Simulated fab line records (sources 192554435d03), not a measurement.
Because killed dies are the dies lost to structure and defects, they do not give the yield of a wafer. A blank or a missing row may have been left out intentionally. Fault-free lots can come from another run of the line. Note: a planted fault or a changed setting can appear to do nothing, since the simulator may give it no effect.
fab line records	flow n5_finfet	part 1 of 2: steps 1 to 17 of 28
[record] lots = 5	wafers = 15	last_day = 17
route steps=1938 shown BEOL_M1@758
lots that met no fault: taken from a fault-free run of the same line
start_h: hours from the record's first day to the start of the lot's first wafer shown	wait_h: hours from the lot's prior step to this one	" unchanged from the row above	L1.1+2: a row that stands for several wafers	- no value present, or no start provided	* or withheld: withheld	< > ~ a bound
route shown NAME@n: NAME is a module with steps in the file, n the number in the route of the first one	usual: the fault-free wafers' mean and standard deviation	same: alike in all rows	chamber/n: place in a boat	sites: each site's reading	_std_site: standard deviation across them	_edge_site: the outer-site mean with the inner-site mean subtracted	radius_mm: how far each site lies from the wafer's centre	mask NAME#n: copy n	behind: the most recent tool/chamber to have shaped the wafer	hold: the reason the lot was held/the length of the hold in hours/how it ended	device: names the non-switching transistor (n, p or np)	end of line: the tests these same wafers got at the end of their route	a step given without rows: its recipe and nothing more	killed: dies lost to structure and defects at the first sort, not the wafer's yield	map: dies across one wafer; x = killed, . = not, _ = none there
set.NAME: the setting that was run; set.NAME@STEP: the one run at that earlier step	model.NAME: the simulator's own value behind a step, which no gauge read
certain route steps with their lots: each step a table, each wafer a row
services: when a tool's chamber went out of use (start_h, in hours from the record's first day, below 0 if earlier), for how many hours, and the reason
[[steps]]
[step N5_BEOL_M1_COAT_05]
[recipe] resist = CAR-EUV	spin_rpm = 1500	resist_thk_nm = 30
[usual] exhaust_pa = 44.8/1
lot.wafer	tool	chamber	start_h	wait_h	exhaust_pa
L077.2	litho_track-04	0	-	-	43.4
L077.4	"	0	"	"	43.5
L077.5	"	0	"	"	44.0
L079.2	litho_track-04	0	-	-	46.7
L079.3	"	0	"	"	45.7
L079.5	"	0	"	"	44.5
L087.3	litho_track-01	0	-	-	44.3
L087.4	"	0	"	"	44.2
L087.5	"	0	"	"	45.2
L090.1	litho_track-02	0	-	-	44.1
L090.2	"	0	"	"	44.5
L090.6	"	0	"	"	43.8
L096.1	litho_track-04	0	-	-	46.0
L096.2	"	0	"	"	45.4
L096.6	"	0	"	"	45.0
[step N5_BEOL_M1_EBR_07]
[recipe] solvent = PGMEA	ebr_width_mm = 1.5
[usual] exhaust_pa = 45.1/1
lot.wafer	tool	chamber	start_h	wait_h	exhaust_pa
L077.2	litho_track-04	0	-	-	44.4
L077.4	"	0	"	"	45.9
L077.5	"	0	"	"	46.6
L079.2	litho_track-04	0	-	-	44.7
L079.3	"	0	"	"	46.2
L079.5	"	0	"	"	45.9
L087.3	litho_track-01	0	-	-	46.1
L087.4	"	0	"	"	45.9
L087.5	"	0	"	"	46.7
L090.1	litho_track-02	0	-	-	45.4
L090.2	"	0	"	"	44.6
L090.6	"	0	"	"	44.3
L096.1	litho_track-04	0	-	-	44.6
L096.2	"	0	"	"	44.6
L096.6	"	0	"	"	44.3
[step N5_BEOL_M1_SOFTBAKE_06]
[recipe] temp_c = 110	time_s = 60	resist = CAR-EUV
[usual] exhaust_pa = 45.1/0.84
lot.wafer	tool	chamber	start_h	wait_h	exhaust_pa
L077.2	litho_track-04	0	-	-	44.4
L077.4	"	0	"	"	45.6
L077.5	"	0	"	"	45.6
L079.2	litho_track-04	0	-	-	44.1
L079.3	"	0	"	"	43.6
L079.5	"	0	"	"	43.4
L087.3	litho_track-01	0	-	-	44.1
L087.4	"	0	"	"	44.4
L087.5	"	0	"	"	44.3
L090.1	litho_track-02	0	-	-	45.4
L090.2	"	0	"	"	45.4
L090.6	"	0	"	"	45.1
L096.1	litho_track-04	0	-	-	45.7
L096.2	"	0	"	"	46.4
L096.6	"	0	"	"	45.2
[step N5_BEOL_M1_EXPOSE_08]
[recipe] mask_id = M1	na = 0.33	source_shape = dipole	sigma_inner = 0.369	sigma_outer = 0.767	polarization = unpolarized	dose_mj = 33
[usual] exposure_dose_mJ_cm2 = 32.94/0.037	stage_msd_nm = 0.89/0.03
[same] dipole_opening_deg = 79.7	na = 0.33
lot.wafer	tool	chamber	start_h	wait_h	mask	exposure_dose_mJ_cm2	stage_msd_nm
L077.2	euv_scanner-01	0	141.12	-	M1#0	32.95	0.93
L077.4	"	0	"	"	M1#0	32.99	0.93
L077.5	"	0	"	"	M1#0	32.90	0.94
L079.2	euv_scanner-02	0	152.62	-	M1#0	32.92	0.88
L079.3	"	0	"	"	M1#0	32.87	0.88
L079.5	"	0	"	"	M1#0	32.92	0.87
L087.3	euv_scanner-02	0	210.33	-	M1#0	32.94	0.87
L087.4	"	0	"	"	M1#0	32.92	0.88
L087.5	"	0	"	"	M1#0	32.92	0.87
L090.1	euv_scanner-02	0	217.83	-	M1#0	32.92	0.87
L090.2	"	0	"	"	M1#0	32.96	0.87
L090.6	"	0	"	"	M1#0	32.88	0.87
L096.1	euv_scanner-01	0	261.74	-	M1#0	32.93	0.92
L096.2	"	0	"	"	M1#0	32.95	0.93
L096.6	"	0	"	"	M1#0	32.97	0.93
[step N5_BEOL_M1_PEB_09]
[recipe] peb_temp_c = 100	peb_time_s = 60	resist = CAR-EUV
[usual] exhaust_pa = 45.0/0.83
[same] peb_time_s = 60
lot.wafer	tool	chamber	start_h	wait_h	exhaust_pa
L077.2	litho_track-04	0	141.17	0.0	45.6
L077.4	"	0	"	"	44.9
L077.5	"	0	"	"	44.9
L079.2	litho_track-01	0	152.67	0.0	45.4
L079.3	"	0	"	"	46.2
L079.5	"	0	"	"	46.1
L087.3	litho_track-02	0	210.37	0.0	45.0
L087.4	"	0	"	"	44.9
L087.5	"	0	"	"	45.7
L090.1	litho_track-02	0	217.89	0.1	46.1
L090.2	"	0	"	"	46.2
L090.6	"	0	"	"	45.7
L096.1	litho_track-01	0	261.80	0.1	45.7
L096.2	"	0	"	"	46.4
L096.6	"	0	"	"	45.0
[step N5_BEOL_M1_DEVELOP_10]
[recipe] develop_time_s = 30	developer = TMAH	resist = CAR-EUV	rinse_liquid = surfactant_rinse	dry = air_spin	dev_temp_c = 23
[usual] developer_temp_C = 23.01/0.1	exhaust_pa = 45.2/0.8
lot.wafer	tool	chamber	start_h	wait_h	developer_temp_C	exhaust_pa
L077.2	litho_track-04	0	-	-	22.96	44.4
L077.4	"	0	"	"	22.84	44.3
L077.5	"	0	"	"	22.92	45.9
L079.2	litho_track-01	0	-	-	22.95	46.7
L079.3	"	0	"	"	23.14	47.3
L079.5	"	0	"	"	23.00	45.8
L087.3	litho_track-02	0	-	-	23.10	46.6
L087.4	"	0	"	"	23.00	45.2
L087.5	"	0	"	"	23.10	46.2
L090.1	litho_track-02	0	-	-	22.82	46.2
L090.2	"	0	"	"	22.84	44.6
L090.6	"	0	"	"	22.88	44.7
L096.1	litho_track-01	0	-	-	23.03	45.7
L096.2	"	0	"	"	22.92	44.5
L096.6	"	0	"	"	23.06	45.4
[step N5_BEOL_M1_CD_MEAS_11]
[recipe] target_cd_nm = 17.05	landing_energy_ev = 500	detector = se_inlens	polarity = opening
[usual] cd_nm = 17.11/0.24
lot.wafer	tool	chamber	start_h	wait_h	cd_nm
L077.2	cd_sem-03	0	141.24	-	17.32
L077.4	"	0	"	"	17.76
L077.5	"	0	"	"	17.46
L079.2	cd_sem-01	0	152.74	-	17.42
L079.3	"	0	"	"	16.98
L079.5	"	0	"	"	17.09
L087.3	cd_sem-01	0	210.44	-	17.36
L087.4	"	0	"	"	17.02
L087.5	"	0	"	"	17.05
L090.1	cd_sem-02	0	217.96	-	17.39
L090.2	"	0	"	"	17.59
L090.6	"	0	"	"	17.50
L096.1	cd_sem-02	0	261.87	-	16.92
L096.2	"	0	"	"	17.41
L096.6	"	0	"	"	16.99
[step N5_BEOL_M1_OVL_MEAS_12]
[recipe] points_per_wafer = 522
[usual] M1_OVL = 0.1/0.62
lot.wafer	tool	chamber	start_h	wait_h	M1_OVL[nm]
L077.2	overlay-01	0	141.27	0.0	0.3
L077.4	"	0	"	"	2.3
L077.5	"	0	"	"	0.6
L079.2	overlay-02	0	152.77	0.0	-0.6
L079.3	"	0	"	"	0.5
L079.5	"	0	"	"	0.3
L087.3	overlay-01	0	210.48	0.0	-0.3
L087.4	"	0	"	"	0.4
L087.5	"	0	"	"	0.6
L090.1	overlay-02	0	217.99	0.0	-0.4
L090.2	"	0	"	"	-0.3
L090.6	"	0	"	"	0.0
L096.1	overlay-01	0	261.90	0.0	-0.5
L096.2	"	0	"	"	0.0
L096.6	"	0	"	"	-0.2
[step N5_BEOL_M1_INSPECT_13]
[recipe] mode = adi	inspect_instrument = brightfield
[usual] raw_defect_count = 432/120
lot.wafer	tool	chamber	start_h	wait_h	raw_defect_count
L077.2	defect_inspect-02	-	141.33	0.0	320
L077.4	"	-	"	"	435
L077.5	"	-	"	"	345
L079.2	defect_inspect-02	-	152.83	0.0	359
L079.3	"	-	"	"	408
L079.5	"	-	"	"	349
L087.3	defect_inspect-02	-	210.53	0.0	355
L087.4	"	-	"	"	306
L087.5	"	-	"	"	328
L090.1	defect_inspect-01	-	218.06	0.1	387
L090.2	"	-	"	"	470
L090.6	"	-	"	"	477
L096.1	defect_inspect-02	-	261.96	0.1	423
L096.2	"	-	"	"	348
L096.6	"	-	"	"	428
[step N5_BEOL_M1_DESCUM_16]
[recipe] chemistry = O2	time_s = 7	source_power_w = 50	bias_power_w = 20	pressure_mtorr = 20	rf_frequency_hz = 2.712e+07	temp_c = 40	resist = CAR-EUV	o2_flow_sccm = 225
[usual] drypump_motor_current_A = 5.9/0.59	oes_product_au = 0.80/0.1	rf_fwd_power_W = 49.38/0.22	rf_vpp_V = 243.3/1.6	showerhead_plenum_p_Torr = 2.11/0.086	throttle_valve_pct = 20.37/0.2
lot.wafer	tool	chamber	start_h	wait_h	drypump_motor_current_A	oes_product_au	rf_fwd_power_W	rf_hours_counter_h	rf_vpp_V	showerhead_plenum_p_Torr	throttle_valve_pct
L077.2	rie_diel-04	3	141.45	0.1	6.8	0.70	49.04	197	240.5	1.99	20.20
L077.4	"	3	"	"	6.8	0.71	49.14	-	242.0	1.99	20.20
L077.5	"	0	"	"	5.4	0.79	49.63	-	243.9	2.18	20.53
L079.2	rie_diel-03	3	152.96	0.1	6.4	0.97	49.32	1	246.1	2.24	20.08
L079.3	"	1	"	"	6.1	0.74	49.35	136	245.1	2.20	20.54
L079.5	"	0	"	"	5.2	0.74	49.27	-	240.9	2.01	20.26
L087.3	rie_diel-03	3	210.56	0.0	6.4	0.91	49.62	20	245.5	2.24	20.12
L087.4	"	1	"	"	6.1	0.73	49.26	150	245.4	2.19	20.59
L087.5	"	0	"	"	5.1	0.73	49.14	-	240.9	2.00	20.30
L090.1	rie_diel-03	2	219.16	1.1	5.5	0.72	49.54	198	242.4	2.07	20.52
L090.2	"	1	"	"	6.1	0.73	49.40	153	243.8	2.19	20.59
L090.6	"	3	"	"	6.5	0.89	49.24	-	245.2	2.24	20.12
L096.1	rie_diel-01	1	261.99	0.0	4.7	0.91	49.46	23	243.9	2.13	20.35
L096.2	"	0	"	"	5.9	0.89	49.54	49	245.2	2.22	20.20
L096.6	"	2	"	"	6.5	0.92	49.38	-	242.8	2.06	20.47
[step N5_BEOL_M1_ETCH_74]
[recipe] chemistry = N2/H2	target = underlayer	target_depth_a = 65	mask_material = CAR-EUV	time_s = 5.2	ion_energy_ev = 200	pressure_mtorr = 30	source_w = 840	bias_w = 150	n2_flow_sccm = 200	h2_flow_sccm = 200	ends = cleared
[usual] drypump_motor_current_A = 5.9/0.59	etch_rf_on_time_s = 5.16/0.072	oes_product_au = 0.68/0.087	rf_fwd_power_W = 819.2/2.4	rf_vpp_V = 524/3.2	showerhead_plenum_p_Torr = 2.56/0.1	throttle_valve_pct = 17.80/0.24
lot.wafer	tool	chamber	start_h	wait_h	drypump_motor_current_A	etch_rf_on_time_s	oes_product_au	rf_fwd_power_W	rf_hours_counter_h	rf_vpp_V	showerhead_plenum_p_Torr	throttle_valve_pct
L077.2	rie_diel-04	3	141.49	0.0	6.8	5.16	0.60	816.7	197	520	2.42	17.62
L077.4	"	3	"	"	6.8	5.12	0.60	816.6	-	520	2.42	17.60
L077.5	"	0	"	"	5.4	5.18	0.66	817.9	-	527	2.66	18.08
L079.2	rie_diel-03	3	152.99	0.0	6.4	5.14	0.82	816.1	1	528	2.71	17.43
L079.3	"	1	"	"	6.1	5.24	0.63	816.2	136	528	2.66	17.88
L079.5	"	0	"	"	5.1	5.21	0.64	818.5	-	522	2.43	17.65
L087.3	rie_diel-03	3	210.60	0.0	6.4	5.17	0.76	818.8	20	528	2.70	17.49
L087.4	"	1	"	"	6.1	5.27	0.62	816.7	150	525	2.65	17.92
L087.5	"	0	"	"	5.2	5.16	0.61	820.8	-	523	2.43	17.69
L090.1	rie_diel-03	2	219.20	0.0	5.5	5.21	0.61	819.7	198	522	2.52	18.12
L090.2	"	1	"	"	6.1	5.21	0.62	816.4	153	527	2.65	17.92
L090.6	"	3	"	"	6.4	5.13	0.75	822.2	-	528	2.70	17.49
L096.1	rie_diel-01	1	262.03	0.0	4.7	5.09	0.78	818.3	23	525	2.60	17.80
L096.2	"	0	"	"	5.9	5.12	0.76	820.4	49	530	2.69	17.55
L096.6	"	2	"	"	6.5	5.02	0.77	820.5	-	521	2.49	17.85
[step N5_BEOL_M1_ETCH_63]
[recipe] chemistry = CF4	target = SiARC	target_depth_a = 156	mask_material = CAR-EUV	time_s = 26	ion_energy_ev = 80	pressure_mtorr = 40	source_w = 545	bias_w = 36	Ar_flow_sccm = 100	cf4_flow_sccm = 100	ends = cleared
[usual] drypump_motor_current_A = 5.9/0.59	etch_rf_on_time_s = 25.7/0.34	oes_product_au = 0.68/0.087	rf_fwd_power_W = 532.0/2.1	rf_vpp_V = 184.2/1.4	showerhead_plenum_p_Torr = 2.16/0.082	throttle_valve_pct = 15.57/0.21
lot.wafer	tool	chamber	start_h	wait_h	drypump_motor_current_A	etch_rf_on_time_s	oes_product_au	rf_fwd_power_W	rf_hours_counter_h	rf_vpp_V	showerhead_plenum_p_Torr	throttle_valve_pct
L077.2	rie_diel-04	3	141.50	0.0	6.8	25.7	0.60	529.6	197	182.6	2.04	15.52
L077.4	"	3	"	"	6.8	25.7	0.59	530.5	-	181.9	2.04	15.52
L077.5	"	0	"	"	5.4	25.8	0.67	533.8	-	187.4	2.23	15.75
L079.2	rie_diel-03	3	153.01	0.0	6.5	25.7	0.82	532.8	1	186.4	2.28	15.20
L079.3	"	1	"	"	6.1	26.1	0.62	531.5	136	185.8	2.23	15.69
L079.5	"	0	"	"	5.1	26.0	0.63	532.0	-	181.9	2.06	15.50
L087.3	rie_diel-03	3	210.61	0.0	6.5	26.1	0.77	531.4	20	186.2	2.27	15.25
L087.4	"	1	"	"	6.1	26.2	0.63	530.2	150	186.4	2.23	15.73
L087.5	"	0	"	"	5.1	26.0	0.62	531.8	-	182.9	2.06	15.53
L090.1	rie_diel-03	2	219.22	0.0	5.4	26.1	0.62	532.7	198	184.4	2.13	15.76
L090.2	"	1	"	"	6.1	26.1	0.62	534.0	153	185.7	2.23	15.73
L090.6	"	3	"	"	6.4	25.9	0.76	528.4	-	186.0	2.27	15.25
L096.1	rie_diel-01	1	262.04	0.0	4.7	25.7	0.78	530.7	23	185.0	2.19	15.52
L096.2	"	0	"	"	5.8	25.4	0.77	529.8	49	186.0	2.26	15.35
L096.6	"	2	"	"	6.6	25.4	0.78	536.0	-	183.9	2.10	15.51
[step N5_BEOL_M1_ETCH_64]
[recipe] chemistry = N2/H2	target = SOC	target_depth_a = 750	overetch_a = 150	mask_material = SiARC	temp_c = 40	time_s = 112.5	ion_energy_ev = 200	pressure_mtorr = 30	source_w = 840	bias_w = 150	n2_flow_sccm = 200	h2_flow_sccm = 200
[usual] drypump_motor_current_A = 5.9/0.59	oes_product_au = 0.63/0.077	rf_fwd_power_W = 836.2/2.4	rf_vpp_V = 524.4/2.9	showerhead_plenum_p_Torr = 2.56/0.1	throttle_valve_pct = 17.76/0.24
lot.wafer	tool	chamber	start_h	wait_h	drypump_motor_current_A	oes_product_au	rf_fwd_power_W	rf_hours_counter_h	rf_vpp_V	showerhead_plenum_p_Torr	throttle_valve_pct
L077.2	rie_diel-04	3	141.53	0.0	6.8	0.55	831.4	197	521.5	2.42	17.57
L077.4	"	3	"	"	6.8	0.55	833.3	-	520.4	2.42	17.57
L077.5	"	0	"	"	5.3	0.61	839.1	-	527.4	2.66	18.02
L079.2	rie_diel-03	3	153.04	0.0	6.5	0.76	836.5	1	527.5	2.71	17.41
L079.3	"	1	"	"	6.1	0.59	835.1	136	527.3	2.66	17.86
L079.5	"	0	"	"	5.2	0.59	834.8	-	523.1	2.43	17.63
L087.3	rie_diel-03	3	210.64	0.0	6.5	0.71	837.0	20	527.4	2.70	17.45
L087.4	"	1	"	"	6.1	0.58	836.0	150	527.6	2.65	17.87
L087.5	"	0	"	"	5.1	0.58	830.8	-	520.4	2.43	17.66
L090.1	rie_diel-03	2	219.24	0.0	5.5	0.57	838.3	198	523.3	2.52	18.08
L090.2	"	1	"	"	6.1	0.57	838.0	153	526.6	2.65	17.87
L090.6	"	3	"	"	6.4	0.71	836.6	-	528.5	2.70	17.46
L096.1	rie_diel-01	1	262.07	0.0	4.7	0.71	835.9	23	525.8	2.60	17.76
L096.2	"	0	"	"	5.9	0.70	834.1	49	527.1	2.69	17.51
L096.6	"	2	"	"	6.6	0.72	833.8	-	523.1	2.49	17.81
[step N5_BEOL_M1_STRIP_65]
[recipe] chemistry = N2/H2	temp_c = 40	n2_flow_sccm = 200	h2_flow_sccm = 200	rf_frequency_hz = 6e+07
lot.wafer	tool	chamber	start_h	wait_h
L077.2+4+5	rie_diel-04	3,3,0	141.64	0.1
L079.2+3+5	rie_diel-03	3,1,0	153.15	0.1
L087.3+4+5	rie_diel-03	3,1,0	210.75	0.1
L090.1+2+6	rie_diel-03	2,1,3	219.35	0.1
L096.1+2+6	rie_diel-01	1,0,2	262.18	0.1
[step N5_BEOL_M1_STRIP_75]
[recipe] chemistry = N2/H2	temp_c = 40	n2_flow_sccm = 200	h2_flow_sccm = 200	rf_frequency_hz = 6e+07
lot.wafer	tool	chamber	start_h	wait_h
L077.2+4+5	rie_diel-04	3,3,0	141.65	0.0
L079.2+3+5	rie_diel-03	3,1,0	153.16	0.0
L087.3+4+5	rie_diel-03	3,1,0	210.76	0.0
L090.1+2+6	rie_diel-03	2,1,3	219.36	0.0
L096.1+2+6	rie_diel-01	1,0,2	262.19	0.0
[step N5_BEOL_M1_STRIP_66]
[recipe] chemistry = CF4	resist = SiARC	power_w = 300	bias_power_w = 75	pressure_mtorr = 50	cf4_flow_sccm = 150	rf_frequency_hz = 6e+07
[usual] drypump_motor_current_A = 5.9/0.59	oes_product_au = 0.78/0.096	rf_fwd_power_W = 292.5/0.92	rf_vpp_V = 271.4/1.7	showerhead_plenum_p_Torr = 1.81/0.067	throttle_valve_pct = 13.55/0.22
lot.wafer	tool	chamber	start_h	wait_h	drypump_motor_current_A	oes_product_au	rf_fwd_power_W	rf_hours_counter_h	rf_vpp_V	showerhead_plenum_p_Torr	throttle_valve_pct
L077.2	rie_diel-04	3	141.66	0.0	6.7	0.69	293.0	197	269.8	1.72	13.53
L077.4	"	3	"	"	6.8	0.69	293.9	-	270.7	1.72	13.54
L077.5	"	0	"	"	5.4	0.77	292.7	-	272.4	1.87	13.71
L079.2	rie_diel-03	3	153.17	0.0	6.4	0.95	292.7	1	272.3	1.91	13.14
L079.3	"	1	"	"	6.1	0.74	292.0	136	271.7	1.87	13.68
L079.5	"	0	"	"	5.1	0.73	292.9	-	270.4	1.73	13.50
L087.3	rie_diel-03	3	210.77	0.0	6.4	0.88	291.2	20	272.6	1.90	13.18
L087.4	"	1	"	"	6.1	0.72	292.4	150	273.6	1.87	13.72
L087.5	"	0	"	"	5.1	0.72	292.2	-	267.8	1.73	13.55
L090.1	rie_diel-03	2	219.37	0.0	5.4	0.72	292.1	198	271.6	1.78	13.75
L090.2	"	1	"	"	6.1	0.72	294.0	153	271.6	1.87	13.74
L090.6	"	3	"	"	6.4	0.87	292.1	-	274.4	1.90	13.21
L096.1	rie_diel-01	1	262.20	0.0	4.7	0.88	290.3	23	270.8	1.83	13.44
L096.2	"	0	"	"	5.8	0.86	292.2	49	274.8	1.89	13.33
L096.6	"	2	"	"	6.6	0.90	293.0	-	271.3	1.75	13.44
[step N5_BEOL_M1_HM_OPEN_17]
[recipe] chemistry = Cl2/BCl3	target_depth_a = 200	overetch_a = 60	target = TiN	mask_material = SOC	ion_energy_ev = 150	pressure_mtorr = 10	icp_w = 1000	bias_w = 126	Cl2_flow_sccm = 53.25	bcl3_flow_sccm = 21.75	Ar_flow_sccm = 25
[usual] drypump_motor_current_A = 5.7/0.31	oes_product_au = 0.66/0.087	rf_fwd_power_W = 992/3.7	throttle_valve_pct = 22.15/0.18
lot.wafer	tool	chamber	start_h	wait_h	drypump_motor_current_A	oes_product_au	rf_fwd_power_W	rf_hours_counter_h	throttle_valve_pct
L077.2	rie_metal-02	0	141.70	0.0	5.3	0.78	995	11	22.24
L077.4	"	1	"	"	5.5	0.64	994	-	22.09
L077.5	"	0	"	"	5.4	0.78	990	-	22.24
L079.2	rie_metal-03	0	153.21	0.0	6.0	0.61	993	75	21.92
L079.3	"	0	"	"	6.0	0.59	996	-	21.94
L079.5	"	0	"	"	6.0	0.61	995	-	21.93
L087.3	rie_metal-03	0	210.84	0.1	6.0	0.60	999	-	21.91
L087.4	"	1	"	"	5.8	0.54	985	-	22.47
L087.5	"	0	"	"	6.0	0.60	998	-	21.91
L090.1	rie_metal-02	0	219.41	0.0	5.4	0.74	993	18	22.26
L090.2	"	1	"	"	5.5	0.62	994	55	22.13
L090.6	"	1	"	"	5.5	0.63	993	-	22.10
L096.1	rie_metal-02	0	262.24	0.0	5.4	0.74	991	22	22.27
L096.2	"	1	"	"	5.5	0.62	991	58	22.10
L096.6	"	1	"	"	5.5	0.62	992	-	22.11
